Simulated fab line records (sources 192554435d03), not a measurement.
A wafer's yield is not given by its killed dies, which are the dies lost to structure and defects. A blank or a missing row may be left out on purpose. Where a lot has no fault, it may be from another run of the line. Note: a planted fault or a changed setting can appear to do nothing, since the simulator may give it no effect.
fab line records | flow n5Finfet
record lots=10 wafers=25 lastDay=17
route steps=1938 shown BEOL_M1@768 BEOL_M4@1111 PASSIVATION@1936
lots that met no fault: from a run of the same line without faults
startH: hours from the record's opening day to when the first of the lot's shown wafers began | waitH: how many hours have passed since the lot's step before this one | " the same as in the row above | L1.1+2: a row that stands for several wafers | - no value, or no start given | * or withheld: withheld | < > ~ a bound
route shown NAME@n: names a module that has steps shown in the file, with the first one's number in the route | usual: mean and standard deviation over wafers with no fault | same: alike in all rows | chamber/n: place in a boat | sites: readings site by site | _std_site: the standard deviation of these | _edge_site: inner sites' mean taken away from outer sites' mean | radiusMm: for every site, how far away it sits from the centre of the wafer | mask NAME#n: copy n | behind: the tool/chamber that last shaped the wafer | hold: what put the lot on hold/how long, in hours/how the hold closed | device: the transistor (n, p or np) that didn't switch | end of line: the same wafers' tests at the end of the route | for a step that has no rows: nothing shown but its recipe | killed: at the first sort, the dies lost to defects and structure; wafer yield is something else | map: a wafer's dies, x killed, . not, _ none there
set.NAME: the run value of the setting; set.NAME@STEP: its run value at that earlier step | model.NAME: the simulator's own value behind a step, which no gauge read
a sample of lots followed through the steps of the route, with each step as a table and each wafer as a row
services: the hour from which a tool's chamber was out of use, counted from the record's first day as startH (under 0 if before that day), plus the number of hours and why
## steps
# step N5_BEOL_M1_ETCH_74
# recipe chemistry=N2/H2 target=underlayer targetDepthA=65 maskMaterial=CAR-EUV timeS=5.2 ionEnergyEv=200 pressureMtorr=30 sourceW=840 biasW=150 n2FlowSccm=200 h2FlowSccm=200 ends=cleared
# usual biasW=150.0/0.44 drypumpMotorCurrentA=5.5/0.35 etchRfOnTimeS=5.17/0.17 oesProductAu=0.65/0.07 rfVppV=524.5/2.4 showerheadPlenumPTorr=2.55/0.071 throttleValvePct=17.9/0.3
# columns lot.wafer tool chamber startH waitH biasW drypumpMotorCurrentA etchRfOnTimeS oesProductAu rfHoursCounterH rfVppV showerheadPlenumPTorr throttleValvePct
L169.4 rieDiel-06 1 130.40 0.0 149.2 6.0 5.10 0.62 201 527.3 2.64 18.2
L169.6 " 3 " " 150.2 4.9 4.94 0.62 - 518.0 2.39 18.2
L170.2 rieDiel-02 2 139.43 0.0 149.5 5.7 5.39 0.59 233 528.0 2.58 17.7
L170.5 " 2 " " 150.4 5.7 5.36 0.60 - 525.1 2.58 17.7
L174.2 rieDiel-02 3 158.92 0.0 149.8 5.8 5.33 0.60 223 522.3 2.51 18.2
L174.3 " 1 " " 149.9 5.9 5.33 0.60 206 523.3 2.51 17.7
L174.6 " 0 " " 150.4 5.9 5.41 0.75 - 527.1 2.56 17.5
L178.3 rieDiel-01 0 192.42 0.0 150.2 5.3 5.02 0.74 39 525.8 2.57 17.9
L178.6 " 1 " " 150.0 5.5 5.26 0.63 - 527.5 2.64 17.9
L184.2 rieDiel-01 3 230.26 0.0 150.5 5.2 5.27 0.58 240 523.2 2.50 18.1
L184.4 " 1 " " 150.1 5.5 5.29 0.62 174 526.2 2.63 17.9
L184.5 " 2 " " 150.1 5.9 5.17 0.62 - 521.8 2.51 18.3
L186.1 rieDiel-02 2 237.27 0.0 149.3 5.7 5.25 0.79 9 522.3 2.57 17.3
L186.4 " 0 " " 149.6 5.8 5.50 0.70 - 524.3 2.55 17.5
L186.6 " 2 " " 150.2 5.7 5.29 0.80 - 524.6 2.57 17.3
L187.1 rieDiel-06 0 239.60 0.0 150.3 5.3 4.85 0.64 175 526.9 2.65 17.9
L187.3 " 3 " " 150.0 4.9 5.00 0.59 238 521.4 2.38 18.2
L187.4 " 2 " " 149.8 5.0 4.97 0.75 79 523.4 2.57 17.7
L188.2 rieDiel-01 0 244.36 0.0 149.8 5.3 5.04 0.71 55 522.6 2.56 17.9
L188.3 " 2 " " 150.3 5.9 5.22 0.61 229 521.4 2.51 18.4
L188.5 " 1 " " 149.6 5.5 5.26 0.62 - 526.1 2.63 18.0
L190.5 rieDiel-06 2 252.23 0.0 150.4 5.0 4.98 0.73 - 524.9 2.56 17.7
L190.6 " 1 " " 149.5 5.9 5.01 0.59 - 527.6 2.62 18.3
L191.2 rieDiel-02 0 268.01 0.0 149.9 5.8 5.38 0.69 70 524.4 2.55 17.5
L191.5 " 1 " " 150.0 5.9 5.27 0.60 - 524.5 2.50 17.7
# step N5_BEOL_M1_CD_MEAS_18
# recipe pitchNm=36 targetCdNm=18
# usual cdNm=18.0/0.39
# columns lot.wafer tool chamber startH waitH cdNm
L169.4 cdSem-01 - 130.84 0.1 17.7
L169.6 " - " " 17.9
L170.2 cdSem-03 - 139.83 0.1 18.0
L170.5 " - " " 18.0
L174.2 cdSem-03 - 159.32 0.1 17.6
L174.3 " - " " 18.0
L174.6 " - " " 17.5
L178.3 cdSem-03 - 192.84 0.1 17.6
L178.6 " - " " 17.7
L184.2 cdSem-03 - 230.66 0.1 18.4
L184.4 " - " " 17.8
L184.5 " - " " 17.7
L186.1 cdSem-03 - 237.66 0.0 18.0
L186.4 " - " " 17.4
L186.6 " - " " 17.6
L187.1 cdSem-03 - 239.99 0.0 18.5
L187.3 " - " " 18.0
L187.4 " - " " 18.8
L188.2 cdSem-02 - 244.76 0.1 18.2
L188.3 " - " " 18.7
L188.5 " - " " 18.2
L190.5 cdSem-02 - 252.74 0.0 18.5
L190.6 " - " " 18.4
L191.2 cdSem-02 - 268.41 0.1 17.4
L191.5 " - " " 18.0
# step N5_BEOL_M1_CD_MEAS_28
# recipe landingEnergyEv=500 detector=seInlens targetCdYNm=23.3
# usual cdNm=24.04/0.28
# columns lot.wafer tool chamber startH waitH cdNm
L169.4 cdSem-02 0 131.28 - 23.95
L169.6 " 0 " " 23.93
L170.2 cdSem-02 0 140.27 - 23.97
L170.5 " 0 " " 23.77
L174.2 cdSem-02 0 159.63 - 23.92
L174.3 " 0 " " 23.79
L174.6 " 0 " " 24.38
L178.3 cdSem-03 0 193.28 - 24.23
L178.6 " 0 " " 23.99
L184.2 cdSem-02 0 230.98 - 24.12
L184.4 " 0 " " 24.42
L184.5 " 0 " " 24.35
L186.1 cdSem-03 0 237.98 - 24.08
L186.4 " 0 " " 23.98
L186.6 " 0 " " 23.59
L187.1 cdSem-02 0 240.31 - 24.08
L187.3 " 0 " " 23.98
L187.4 " 0 " " 23.93
L188.2 cdSem-03 0 245.08 - 24.04
L188.3 " 0 " " 24.29
L188.5 " 0 " " 23.62
L190.5 cdSem-02 0 253.19 - 24.25
L190.6 " 0 " " 24.12
L191.2 cdSem-01 0 268.73 - 24.05
L191.5 " 0 " " 24.15
# step N5_BEOL_M1_ETCHBACK_99
# recipe chemistry=CHF3 target=SiO2 targetDepthA=50 timeS=10.4 sourceW=215 biasW=47 Ar_flow_sccm=200 CHF3_flow_sccm=12 ionEnergyEv=100 pressureMtorr=30
# usual CHF3_flow_sccm=12.00/0.033 biasW=47.02/0.12 drypumpMotorCurrentA=5.5/0.35 oesProductAu=0.76/0.087 rfVppV=241/4.9 showerheadPlenumPTorr=2.17/0.053 throttleValvePct=17.20/0.29
# columns lot.wafer tool chamber startH waitH CHF3_flow_sccm biasW drypumpMotorCurrentA oesProductAu rfHoursCounterH rfVppV showerheadPlenumPTorr throttleValvePct
L169.4 rieDiel-01 1 132.22 0.1 12.05 47.30 5.5 0.75 144 245 2.23 17.10
L169.6 " 0 " " 12.07 46.82 5.3 0.91 - 242 2.19 17.22
L170.2 rieDiel-06 1 140.74 0.2 12.03 46.88 5.9 0.71 204 239 2.22 17.30
L170.5 " 1 " " 11.99 46.96 5.9 0.71 - 239 2.22 17.31
L174.2 rieDiel-02 3 162.17 2.2 12.04 47.01 5.7 0.71 225 232 2.11 17.35
L174.3 " 2 " " 12.01 47.19 5.6 0.70 241 248 2.19 16.99
L174.6 " 3 " " 12.00 47.03 5.7 0.71 - 233 2.11 17.34
L178.3 rieDiel-06 0 196.40 2.8 12.03 47.04 5.3 0.76 163 247 2.25 17.01
L178.6 " 2 " " 11.98 47.13 5.0 0.87 - 237 2.17 16.93
L184.2 rieDiel-02 0 233.65 1.6 - - - - - - - -
L184.4 " 2 " " - - - - - - - -
L184.5 " 3 " " - - - - - - - -
L186.1 rieDiel-06 3 238.65 0.2 - - - - - - - -
L186.4 " 2 " " - - - - - - - -
L186.6 " 2 " " - - - - - - - -
L187.1 rieDiel-06 0 241.63 1.0 - - - - - - - -
L187.3 " 1 " " - - - - - - - -
L187.4 " 2 " " - - - - - - - -
L188.2 rieDiel-06 2 245.93 0.3 12.00 46.96 5.0 0.86 80 238 2.17 16.93
L188.3 " 3 " " 11.99 47.09 4.9 0.69 239 235 2.07 17.83
L188.5 " 1 " " 11.98 46.97 6.0 0.69 - 239 2.21 17.34
L190.5 rieDiel-02 0 260.42 6.0 11.97 47.20 5.9 0.83 - 243 2.17 16.96
L190.6 " 3 " " 11.97 47.00 5.7 0.99 - 231 2.11 16.93
L191.2 rieDiel-01 1 271.81 2.8 11.96 46.95 5.5 0.72 189 246 2.21 17.17
L191.5 " 1 " " 11.98 46.83 5.6 0.71 - 246 2.21 17.16
# step N5_BEOL_M1_ETCH_70
# recipe chemistry=N2/H2 target=SOC targetDepthA=800 overetchA=160 maskMaterial=SiARC tempC=40 timeS=120 ionEnergyEv=200 pressureMtorr=30 sourceW=840 biasW=150 n2FlowSccm=200 h2FlowSccm=200
# usual biasW=150.0/0.41 drypumpMotorCurrentA=5.5/0.35 oesProductAu=0.58/0.063 rfVppV=524.4/2.1 showerheadPlenumPTorr=2.55/0.073 throttleValvePct=17.90/0.28
# columns lot.wafer tool chamber startH waitH biasW drypumpMotorCurrentA oesProductAu rfHoursCounterH rfVppV showerheadPlenumPTorr throttleValvePct
L169.4 rieDiel-01 1 132.26 0.0 150.5 5.5 0.58 144 527.0 2.65 17.85
L169.6 " 0 " " 149.9 5.3 0.68 - 523.8 2.58 17.78
L170.2 rieDiel-06 1 140.78 0.0 150.5 5.9 0.54 204 527.4 2.64 18.17
L170.5 " 1 " " 150.1 5.9 0.54 - 526.4 2.64 18.18
L174.2 rieDiel-02 3 162.20 0.0 149.9 5.7 0.55 225 523.7 2.51 18.15
L174.3 " 2 " " 150.8 5.7 0.54 241 525.5 2.58 17.63
L174.6 " 3 " " 150.2 5.8 0.55 - 524.9 2.51 18.15
L178.3 rieDiel-06 0 196.44 0.0 149.7 5.4 0.56 163 526.1 2.66 17.88
L178.6 " 2 " " 150.2 5.1 0.65 - 524.2 2.57 17.66
L184.2 rieDiel-02 0 233.69 0.0 149.8 5.8 0.32 59 525.5 2.55 17.40
L184.4 " 2 " " 149.8 5.6 0.36 7 525.2 2.57 17.19
L184.5 " 3 " " 149.7 5.7 0.26 - 523.4 2.50 18.14
L186.1 rieDiel-06 3 238.69 0.0 149.9 4.9 0.25 238 521.1 2.38 18.12
L186.4 " 2 " " 149.9 5.1 0.32 78 524.8 2.57 17.65
L186.6 " 2 " " 149.3 5.1 0.32 - 524.5 2.57 17.65
L187.1 rieDiel-06 0 241.66 0.0 151.0 5.3 0.27 175 525.6 2.65 17.85
L187.3 " 1 " " 150.0 5.9 0.26 233 525.1 2.62 18.18
L187.4 " 2 " " 149.6 5.1 0.32 79 526.2 2.57 17.65
L188.2 rieDiel-06 2 245.97 0.0 149.6 5.1 0.64 80 524.0 2.57 17.68
L188.3 " 3 " " 149.8 4.9 0.52 239 518.8 2.38 18.16
L188.5 " 1 " " 150.7 6.0 0.52 - 525.7 2.62 18.21
L190.5 rieDiel-02 0 260.48 0.0 150.6 5.8 0.64 - 525.0 2.55 17.48
L190.6 " 3 " " 150.0 5.7 0.75 - 524.0 2.50 17.77
L191.2 rieDiel-01 1 271.84 0.0 149.7 5.5 0.56 189 526.4 2.63 17.93
L191.5 " 1 " " 149.8 5.5 0.56 - 526.0 2.63 17.92
# step N5_BEOL_M4_RC_MEAS_101
# usual DIBL_N=36.0/2 DIBL_P=35.9/2.5 IOFF_N=0.16/0.038 IOFF_P=0.21/0.04 ION_N=675/14 ION_P=462/9.4 SS_N=71.5/0.75 SS_P=73.2/0.74 VT_N=250/3.9 VT_P=-251/3.2
# columns lot.wafer tool chamber startH waitH DIBL_N[mV/V] DIBL_P[mV/V] IOFF_N[nA/um] IOFF_P[nA/um] ION_N[uA/um] ION_P[uA/um] SS_N[mV/dec] SS_P[mV/dec] VT_N[mV] VT_P[mV]
L169.4 prober-01 0 164.16 0.5 35.2 35.1 0.17 0.22 691 472 70.9 73.1 244 -245
L169.6 " 0 " " 36.8 35.2 0.21 0.22 694 466 71.7 73.5 242 -246
L170.2 prober-01 0 178.60 0.2 40.0 37.8 0.23 0.28 690 468 72.1 74.2 242 -246
L170.5 " 0 " " 32.6 30.3 0.12 0.18 679 474 69.8 72.2 249 -251
L174.2 prober-02 0 200.00 0.2 32.5 32.2 0.11 0.16 679 473 69.6 71.7 256 -251
L174.3 " 0 " " 35.9 35.1 0.15 0.19 676 460 70.2 73.4 251 -251
L174.6 " 0 " " 35.7 35.0 0.15 0.18 675 464 70.1 72.7 251 -249
L178.3 prober-02 0 229.54 0.3 35.7 36.2 0.15 0.21 659 460 71.7 73.8 252 -251
L178.6 " 0 " " 36.6 37.1 0.18 0.20 673 457 71.1 72.8 246 -251
L188.2 prober-01 0 276.71 0.2 36.8 37.8 0.16 0.21 685 465 71.4 73.6 250 -248
L188.3 " 0 " " 31.9 32.6 0.09 0.15 660 463 70.5 71.4 258 -256
L188.5 " 0 " " 35.9 36.6 0.15 0.20 676 468 71.2 72.9 251 -251
L190.5 prober-01 0 301.39 0.6 34.7 35.0 0.12 0.17 664 460 71.2 72.7 254 -253
L190.6 " 0 " " 33.0 31.9 0.11 0.15 663 464 70.9 71.9 258 -256
L191.2 prober-01 0 311.46 0.2 38.3 37.2 0.19 0.21 689 465 72.3 74.2 249 -253
L191.5 " 0 " " 39.1 37.9 0.21 0.22 679 454 73.5 73.3 246 -250
# step N5_PASSIVATION_PROBE_49
# usual defectLimitedYield=91.3/1.5 killed_at_M0_to_M3=33/12 killed_at_M4_up=15/5.2 killedAtContacts=12/5.1 killedAtFrontEnd=39/11 killedAtOther=5/3.6 killedDies=103/18 killedOnRim=14/4.3 killedOpen=67/13 killedShort=33/7.8 sort_bin_5_function=5.1/0.96 sort_bin_6_memory=3.2/0.71 sortNPass=1077/18 sortYieldPct=91.3/1.5
# same grossDies=1180 killedAtBackSide=0 sort_bin_4_leakage[%]=0 sort_bin_8_speed[%]=0
# columns lot.wafer tool chamber startH waitH defectLimitedYield[%] killed_at_M0_to_M3 killed_at_M4_up killedAtContacts killedAtFrontEnd killedAtOther killedDies killedOnRim killedOpen killedShort sort_bin_5_function[%] sort_bin_6_memory[%] sortNPass sortYieldPct[%]
L169.4 prober-02 - 254.26 0.2 90.4 32 19 6 49 7 113 15 73 38 6.3 2.9 1067 90.4
L169.6 prober-02 - 254.36 0.3 88.9 51 18 14 45 3 131 18 93 38 6.1 4.9 1049 88.9
L170.2 prober-01 - 278.74 0.1 92.8 12 17 20 35 1 85 10 54 23 4.1 2.3 1095 92.8
L170.5 prober-01 - 278.89 0.2 92.3 28 15 18 26 4 91 17 69 20 3.4 4.1 1089 92.3
L174.2 prober-02 - 297.90 0.1 92.3 18 14 11 37 11 91 11 68 22 5.2 2.5 1089 92.3
L174.3 prober-02 - 297.95 0.1 89.3 49 21 19 31 6 126 22 97 29 6.7 3.6 1054 89.3
L174.6 prober-02 - 298.10 0.3 91.8 19 15 18 28 17 97 16 57 40 4.8 3.1 1083 91.8
L178.3 prober-02 - 328.00 0.1 92.8 36 23 3 16 7 85 10 45 35 4.9 2.0 1095 92.8
L178.6 prober-02 - 328.15 0.3 91.3 35 16 6 43 3 103 13 63 40 5.5 3.2 1077 91.3
L184.2 prober-02 - 378.16 0.1 0 1143 12 12 10 3 1180 152 36 18 98.3 1.6 0 0
L184.4 prober-02 - 378.26 0.2 0 1136 13 6 22 3 1180 152 43 20 97.9 1.9 0 0
L184.5 prober-02 - 378.31 0.2 0 1119 16 7 33 5 1180 152 54 22 97.5 2.4 0 0
L187.1 prober-01 - 379.17 0.0 0 1109 11 16 40 4 1180 152 64 38 96.2 3.2 0 0
L187.3 prober-01 - 379.27 0.1 0 1104 19 14 40 3 1180 152 78 28 96.7 3.1 0 0
L187.4 prober-01 - 379.32 0.2 0 1116 12 8 37 7 1180 152 66 21 97.4 2.5 0 0
L188.2 prober-02 - 379.38 0.1 89.8 41 21 15 41 2 120 26 70 35 5.3 3.7 1060 89.8
L188.3 prober-02 - 379.43 0.1 92.2 23 18 14 36 1 92 16 59 24 4.0 3.0 1088 92.2
L188.5 prober-02 - 379.53 0.2 90.8 21 21 15 48 3 108 7 70 29 5.2 3.1 1072 90.8
L186.1 prober-01 - 383.32 0.1 0 1126 13 8 31 2 1180 152 57 28 96.9 2.6 0 0
L186.4 prober-01 - 383.47 0.2 0 1109 15 7 47 2 1180 152 68 46 95.5 3.9 0 0
L186.6 prober-01 - 383.57 0.3 0 1122 20 5 32 1 1180 152 65 27 97.0 2.8 0 0
L190.5 prober-01 - 401.07 0.2 91.7 27 14 6 43 8 98 13 60 36 5.2 3.1 1082 91.7
L190.6 prober-01 - 401.12 0.3 88.9 46 10 18 47 10 131 13 87 38 6.5 4.2 1049 88.9
L191.2 prober-02 - 415.98 0.1 92.0 26 13 17 31 7 94 10 63 30 4.3 3.4 1086 92.0
L191.5 prober-02 - 416.13 0.2 88.8 53 14 18 46 1 132 14 97 34 6.9 3.8 1048 88.8
# killed by level:class
L169.4 FIN_SAQP:geometricParticle:open=19 FIN_SAQP:geometricParticle:short=18 BEOL_M5:geometricParticle:open=9 BEOL_M2:geometricParticle:open=7 BEOL_M3:geometricParticle:open=6 MOL_CONTACT_COAG:geometricParticle:open=5 BEOL_M1:geometricParticle:open=5 STI_FIN_REVEAL:geometricParticle:open=4
L169.6 FIN_SAQP:geometricParticle:open=14 BEOL_M0_SAQP:geometricParticle:open=14 BEOL_M2:geometricParticle:open=13 MOL_CONTACT_COAG:geometricParticle:open=10 BEOL_M3:geometricParticle:open=10 BEOL_M0_SAQP:geometricParticle:short=9 FIN_SAQP:geometricParticle:short=8 BEOL_M5:geometricParticle:open=8
L170.2 MOL_CONTACT_COAG:geometricParticle:open=14 BEOL_M4:geometricParticle:open=8 HKMG_FIN:areaEtch=8 STI_FIN_REVEAL:geometricParticle:open=6 MOL_CONTACT_COAG:geometricParticle:short=6 FIN_SAQP:geometricParticle:open=5 GATE_CUT:geometricParticle:open=5 BEOL_M0_SAQP:geometricParticle:short=4
L170.5 MOL_CONTACT_COAG:geometricParticle:open=16 STI_FIN_REVEAL:geometricParticle:open=9 BEOL_M2:geometricParticle:open=9 BEOL_M3:geometricParticle:short=5 FIN_SAQP:geometricParticle:open=4 STI_FIN_REVEAL:geometricParticle:short=4 BEOL_M3:geometricParticle:open=4 BEOL_M4:geometricParticle:open=4
L174.2 MOL_CONTACT_COAG:geometricParticle:open=11 STI_FIN_REVEAL:geometricParticle:open=10 BEOL_M4:geometricParticle:open=6 BEOL_M5:geometricParticle:open=5 STARTING-WAFER:geometricParticle:open=5 BEOL_M1:geometricParticle:open=4 ILD0:geometricParticle:open=4 GATE_CUT:geometricParticle:short=4
L174.3 MOL_CONTACT_COAG:geometricParticle:open=17 BEOL_M1:geometricParticle:open=17 BEOL_M4:geometricParticle:open=13 BEOL_M3:geometricParticle:open=10 GATE_CUT:geometricParticle:short=7 FIN_SAQP:geometricParticle:open=6 GATE_CUT:geometricParticle:open=6 BEOL_M2:geometricParticle:open=6
L174.6 MOL_CONTACT_COAG:geometricParticle:open=10 MOL_CONTACT_COAG:geometricParticle:short=8 BEOL_M4:geometricParticle:open=7 FIN_SAQP:geometricParticle:open=6 BEOL_M3:geometricParticle:open=6 PASS1_CAP:geometricParticle:open=5 FIN_SAQP:geometricParticle:short=4 BEOL_M0_SAQP:geometricParticle:short=4
L178.3 BEOL_M0_SAQP:geometricParticle:short=14 BEOL_M0_SAQP:geometricParticle:open=8 BEOL_M2:geometricParticle:open=7 BEOL_M4:geometricParticle:open=6 BEOL_M5:geometricParticle:short=4 PAD_METAL:geometricParticle:open=4 STARTING-WAFER:geometricParticle:short=4 MOL_CONTACT_COAG:geometricParticle:open=3
L178.6 BEOL_M0_SAQP:geometricParticle:short=11 DUMMY_GATE:geometricParticle:open=10 BEOL_M4:geometricParticle:open=9 STI_FIN_REVEAL:geometricParticle:open=7 MOL_CONTACT_COAG:geometricParticle:open=6 BEOL_M1:geometricParticle:open=6 BEOL_M2:geometricParticle:open=6 FIN_SAQP:geometricParticle:open=5
L184.2 BEOL_M1:areaEtchback=1124 MOL_CONTACT_COAG:geometricParticle:open=10 BEOL_M0_SAQP:geometricParticle:short=5 BEOL_M3:geometricParticle:open=5 BEOL_M4:geometricParticle:open=4 BEOL_M1:geometricParticle:open=3 BEOL_M1:geometricParticle:short=2 GATE_CUT:geometricParticle:short=2
L184.4 BEOL_M1:areaEtchback=1115 STI_FIN_REVEAL:geometricParticle:open=5 MOL_CONTACT_COAG:geometricParticle:open=5 BEOL_M1:geometricParticle:open=5 GATE_CUT:geometricParticle:open=4 BEOL_M0_SAQP:geometricParticle:open=4 BEOL_M0_SAQP:geometricParticle:short=4 GATE_CUT:geometricParticle:short=3
L184.5 BEOL_M1:areaEtchback=1103 GATE_CUT:geometricParticle:open=9 FIN_SAQP:geometricParticle:open=6 GATE_CUT:geometricParticle:short=6 STI_FIN_REVEAL:geometricParticle:open=5 MOL_CONTACT_COAG:geometricParticle:open=5 BEOL_M3:geometricParticle:open=5 BEOL_M4:geometricParticle:open=4
L187.1 BEOL_M1:areaEtchback=1075 MOL_CONTACT_COAG:geometricParticle:open=10 STI_FIN_REVEAL:geometricParticle:open=9 BEOL_M0_SAQP:geometricParticle:open=8 BEOL_M0_SAQP:geometricParticle:short=8 FIN_SAQP:geometricParticle:short=6 MOL_CONTACT_COAG:geometricParticle:short=6 GATE_CUT:geometricParticle:short=5
L187.3 BEOL_M1:areaEtchback=1074 BEOL_M2:geometricParticle:open=12 FIN_SAQP:geometricParticle:open=11 STI_FIN_REVEAL:geometricParticle:open=9 MOL_CONTACT_COAG:geometricParticle:open=9 BEOL_M4:geometricParticle:open=7 BEOL_M0_SAQP:geometricParticle:short=6 DUMMY_GATE:geometricParticle:open=5
L187.4 BEOL_M1:areaEtchback=1093 STI_FIN_REVEAL:geometricParticle:open=10 MOL_CONTACT_COAG:geometricParticle:open=8 GATE_CUT:geometricParticle:open=7 BEOL_M0_SAQP:geometricParticle:short=6 FIN_SAQP:geometricParticle:open=5 BEOL_M1:geometricParticle:open=5 BEOL_M2:geometricParticle:open=5
L188.2 GATE_CUT:geometricParticle:short=9 MOL_CONTACT_COAG:geometricParticle:open=9 BEOL_M1:geometricParticle:open=9 HKMG_FIN:areaEtch=8 BEOL_M0_SAQP:geometricParticle:open=7 BEOL_M3:geometricParticle:open=7 BEOL_M0_SAQP:geometricParticle:short=6 BEOL_M2:geometricParticle:open=6
L188.3 MOL_CONTACT_COAG:geometricParticle:open=13 HKMG_FIN:areaEtch=9 BEOL_M4:geometricParticle:open=8 GATE_CUT:geometricParticle:short=7 BEOL_M0_SAQP:geometricParticle:open=7 GATE_CUT:geometricParticle:open=5 BEOL_M1:geometricParticle:open=4 BEOL_M3:geometricParticle:open=4
L188.5 MOL_CONTACT_COAG:geometricParticle:open=12 FIN_SAQP:geometricParticle:open=9 GATE_CUT:geometricParticle:short=9 HKMG_FIN:areaEtch=8 BEOL_M4:geometricParticle:open=7 DUMMY_GATE:geometricParticle:open=5 BEOL_M1:geometricParticle:open=5 BEOL_M0_SAQP:geometricParticle:open=4
L186.1 BEOL_M1:areaEtchback=1093 STI_FIN_REVEAL:geometricParticle:open=10 BEOL_M0_SAQP:geometricParticle:short=8 MOL_CONTACT_COAG:geometricParticle:open=6 BEOL_M0_SAQP:geometricParticle:open=5 BEOL_M3:geometricParticle:open=5 BEOL_M2:geometricParticle:open=5 FIN_SAQP:geometricParticle:short=4
L186.4 BEOL_M1:areaEtchback=1066 FIN_SAQP:geometricParticle:open=15 FIN_SAQP:geometricParticle:short=12 BEOL_M0_SAQP:geometricParticle:open=10 BEOL_M0_SAQP:geometricParticle:short=9 BEOL_M5:geometricParticle:open=8 BEOL_M3:geometricParticle:open=8 STI_FIN_REVEAL:geometricParticle:open=6
L186.6 BEOL_M1:areaEtchback=1087 BEOL_M0_SAQP:geometricParticle:open=10 BEOL_M3:geometricParticle:open=10 FIN_SAQP:geometricParticle:open=9 FIN_SAQP:geometricParticle:short=9 BEOL_M4:geometricParticle:open=7 BEOL_M0_SAQP:geometricParticle:short=5 BEOL_M5:geometricParticle:open=5
L190.5 STI_FIN_REVEAL:geometricParticle:open=10 FIN_SAQP:geometricParticle:short=8 BEOL_M0_SAQP:geometricParticle:open=7 MOL_CONTACT_COAG:geometricParticle:open=6 BEOL_M3:geometricParticle:open=6 FIN_SAQP:geometricParticle:open=5 BEOL_M2:geometricParticle:open=5 STARTING-WAFER:geometricParticle:short=5
L190.6 BEOL_M2:geometricParticle:open=14 MOL_CONTACT_COAG:geometricParticle:open=13 STI_FIN_REVEAL:geometricParticle:open=11 BEOL_M1:geometricParticle:open=7 FIN_SAQP:geometricParticle:open=6 ILD0:geometricParticle:short=6 BEOL_M0_SAQP:geometricParticle:short=6 BEOL_M3:geometricParticle:open=6
L191.2 MOL_CONTACT_COAG:geometricParticle:open=15 FIN_SAQP:geometricParticle:short=9 FIN_SAQP:geometricParticle:open=8 STARTING-WAFER:geometricParticle:short=5 BEOL_M0_SAQP:geometricParticle:open=5 BEOL_M3:geometricParticle:open=5 BEOL_M0_SAQP:geometricParticle:short=4 BEOL_M1:geometricParticle:open=4
L191.5 BEOL_M0_SAQP:geometricParticle:open=21 FIN_SAQP:geometricParticle:open=18 MOL_CONTACT_COAG:geometricParticle:open=16 BEOL_M3:geometricParticle:open=12 BEOL_M0_SAQP:geometricParticle:short=8 FIN_SAQP:geometricParticle:short=6 STI_FIN_REVEAL:geometricParticle:open=6 DUMMY_GATE:geometricParticle:open=4
## services
# columns tool chamber startH hours kind
rieDiel-01 0 114.37 7.6 repair
rieDiel-06 1 127.09 2.5 repair
rieDiel-06 2 139.56 7.7 repair
rieDiel-01 3 142.69 2.2 repair
rieDiel-02 1 178.83 7.1 repair
rieDiel-02 2 196.07 - clean
rieDiel-02 2 196.07 - consumableReplace:focusRing
rieDiel-01 2 220.13 3.2 repair
rieDiel-02 3 236.85 - clean
rieDiel-02 3 236.85 - consumableReplace:focusRing
rieDiel-02 3 236.85 19.3 scheduledDown
rieDiel-02 3 236.85 19.3 ventCycle
rieDiel-02 3 266.56 10.3 repair
## key
firstSign step=N5_BEOL_M1_ETCHBACK_99 reading=toolRecord direction=missing
effect step=N5_BEOL_M1_ETCH_70 reading=oesProductAu direction=down sigmas=4.5 usual=0.58 struck=0.30
effect step=N5_PASSIVATION_PROBE_49 reading=sort_bin_5_function direction=up sigmas=96 usual=5.1 struck=97.0
moreKillsBornAt N5_BEOL_M1_ETCHBACK_99@rieDiel-06=6488 N5_BEOL_M1_ETCHBACK_99@rieDiel-02=3342
metAt N5_BEOL_M1_ETCHBACK_99
struckLots L184,L186,L187
laterRowsLeftOut L184.2,L184.4,L184.5,L186.1,L186.4,L186.6,L187.1,L187.3,L187.4
notActingAt N5_BEOL_M1_ETCH_74,N5_BEOL_M1_CD_MEAS_18,N5_BEOL_M1_CD_MEAS_28
onsetBetween 196.40 233.65
fault kind=skippedStepWhole tool=rieDiel-02,rieDiel-06 chamber=- onsetH=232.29 steps=N5_BEOL_M1_ETCHBACK_99 scope=struckLotsOnly
# laterRowsLeftOut: the simulator's readings of these wafers behind a module that went badly wrong aren't trusted and aren't shown, but for the sort
